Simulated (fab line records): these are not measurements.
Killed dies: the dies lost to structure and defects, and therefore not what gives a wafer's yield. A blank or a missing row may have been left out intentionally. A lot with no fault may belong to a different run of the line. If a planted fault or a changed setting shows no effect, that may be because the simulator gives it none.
Struck lot and sound lot, side by side / flow n5_finfet / 36 steps out of a route of 1938
Sound: the wafers L863.3, L863.5, L863.6. Wafers struck: L866.1, L866.2, L866.4. The cause is named last.
Order at every step that has rows: each side's tool, ch and its chambers, its first start. Under that, the readings that differ: sound wafers / struck wafers / difference of the means / sigmas: that difference in standard deviations of wafers without a fault.
alike: words and numbers the same on both sides, and readings whose means are apart by under 2 such deviations; not compared: readings that were withheld, readings missing a value for some wafer, numbers with overlapping values and no deviation given by the record, and bounds like >300 which may hide the same value.
Wherever a step has rows on one side only, a row that says differs or no value, or a row with sigmas, the two part there. Non-overlapping numbers with no deviation appear without sigmas and do not part them. A reading missing from all wafers of one side parts the sides only when that side holds two or more wafers.

first, 9 steps without rows for these wafers: N5_BEOL_M7_ILD_DEP_00 (deposits SiCOH lowk from DEMS/porogen, target thk 179.75 nm, time 33.4 s); N5_BEOL_M7_CURE_74 (cures SiCOH lowk, time 240 s); N5_BEOL_M7_PECVD_70 (deposits SiO2 from TEOS/O2, target thk 20 nm, time 22.7 s); N5_BEOL_M7_HM_DEP_02 (deposits TiN, target thk 20 nm); N5_BEOL_M7_COAT_59 (time 60 s, resist thk 100 nm); N5_BEOL_M7_COAT_60 (time 60 s, resist thk 35 nm); N5_BEOL_M7_COAT_05 (resist thk 90 nm); N5_BEOL_M7_EBR_07; N5_BEOL_M7_SOFTBAKE_06 (time 60 s).
N5_BEOL_M7_EXPOSE_08: exposes mask M7.
  sound on arfi_scanner-03 ch 0, day 15 01:10; struck on arfi_scanner-01 ch 0, day 16 06:25
reading=exposure_dose_mJ_cm2; sound=68.05 68.05 68.09; struck=71.63 71.46 71.58; difference=+3.49; sigmas=+45
  alike: mask
then, 2 steps without rows for these wafers: N5_BEOL_M7_PEB_09 (peb time 60 s); N5_BEOL_M7_DEVELOP_10 (develop time 30 s).
N5_BEOL_M7_CD_MEAS_11: the cd target is 38.5 nm.
  sound on cd_sem-03 ch 0, day 15 01:17; struck on cd_sem-02 ch 0, day 16 06:33
reading=cd_nm (nm); sound=38.5 38.8 38.7; struck=41.0 41.0 41.8; difference=+2.6; sigmas=+6
then, 1 step without rows for these wafers: N5_BEOL_M7_DESCUM_16 (chemistry O2, time 7.9 s).
N5_BEOL_M7_ETCH_61: etches SiARC in CF4, target depth 45.5 nm, time 75.8 s.
  sound on rie_diel-01 ch 2, day 15 04:30; struck on rie_diel-02 ch 0,1,3, day 16 06:50
reading=rf_hours_counter_h (h); sound=- - -; struck=72 240 105; difference=no value on the sound wafers; sigmas=
reading=model.BEOL_M7.cd_offset_nm (nm); sound=0.2 0.6 0.8; struck=2.4 2.8 3.6; difference=+2.4; sigmas=
  alike: drypump_motor_current_A, etch_rf_on_time_s, oes_product_au, rf_vpp_V, showerhead_plenum_p_Torr, throttle_valve_pct
then, 3 steps without rows for these wafers: N5_BEOL_M7_ETCH_62 (etches SOC in N2/H2, target depth 110 nm, overetch 22 nm, time 165 s); N5_BEOL_M7_STRIP_68 (strips in N2/H2); N5_BEOL_M7_STRIP_67 (strips in CF4).
N5_BEOL_M7_HM_OPEN_17: chemistry Cl2/BCl3, target TiN, target depth 20 nm, overetch 6 nm.
  sound on rie_metal-01 ch 0,1, day 15 05:32; struck on rie_metal-02 ch 0,1, day 16 07:11
reading=model.BEOL_M7.cd_offset_nm (nm); sound=0.6 0.8 1; struck=2.4 2.8 3.4; difference=+2.1; sigmas=
  alike: bcl3_flow_sccm, drypump_motor_current_A, he_backside_leak_sccm, oes_product_au, throttle_valve_pct
  not compared: rf_hours_counter_h
then, 1 step without rows for these wafers: N5_BEOL_M7_STRIP_19 (strips in O2).
N5_BEOL_M7_CD_MEAS_18: pitch 80 nm, target cd 40 nm.
  struck on cd_sem-01, day 16 07:22; sound on cd_sem-03, day 15 05:43
reading=cd_nm (nm); sound=40.6 41.1 41.1; struck=42.6 42.7 43.5; difference=+2.0; sigmas=+3
then, 13 steps without rows for these wafers: N5_BEOL_M7_COAT_63 (time 60 s, resist thk 60 nm); N5_BEOL_M7_COAT_64 (time 60 s, resist thk 12 nm); N5_BEOL_M7_COAT_71 (time 60 s, resist thk 5 nm); N5_BEOL_M7_COAT_22 (resist thk 30 nm); N5_BEOL_M7_EBR_24; N5_BEOL_M7_SOFTBAKE_23 (time 60 s); N5_BEOL_M7_EXPOSE_25 (exposes mask V6, target cd 40 nm); N5_BEOL_M7_PEB_26 (peb time 60 s); N5_BEOL_M7_DEVELOP_27 (develop time 30 s); N5_BEOL_M7_DESCUM_33 (chemistry O2, time 7 s); N5_BEOL_M7_ETCH_72 (etches underlayer in N2/H2, target depth 6.5 nm, time 5.2 s); N5_BEOL_M7_ETCH_65 (etches SiARC in CF4, target depth 15.6 nm, time 26 s); N5_BEOL_M7_ETCH_66 (etches SOC in N2/H2, target depth 80 nm, overetch 16 nm, time 120 s).
-- the record jumps here: 3 days lie between the struck wafers' starts before and after (it left off in module BEOL_M7 and takes up again in module BEOL_M15, whose first step shown is number 1830 of the route) --
N5_BEOL_M15_RC_MEAS_101:
  sound on prober-02 ch 0, day 18 00:50; struck on prober-02 ch 0, day 19 11:38
  alike: etest_temp_c, COMB_M10, COMB_M11, COMB_M12, COMB_M13, COMB_M14, COMB_M15, COMB_M5, COMB_M6, COMB_M7, COMB_M8, COMB_M9, COMB_M9_max_site, SERP_M10, SERP_M11, SERP_M12, SERP_M12_max_site, SERP_M13, SERP_M13_max_site, SERP_M14, SERP_M5, SERP_M6, SERP_M7, SERP_M8, SERP_M9
N5_PASSIVATION_PROBE_49:
  rows exist in the record for the struck wafers here (prober-02, day 20 02:30), but not for the sound ones

## WHERE THEY PART
At N5_BEOL_M7_EXPOSE_08 first; at N5_PASSIVATION_PROBE_49 last (within this record only).

WHY: what the simulator had put in
Drift in process parameters on arfi_scanner-01 at N5_BEOL_M7_EXPOSE_08, starting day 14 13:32. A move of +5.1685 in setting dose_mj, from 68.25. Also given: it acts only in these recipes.
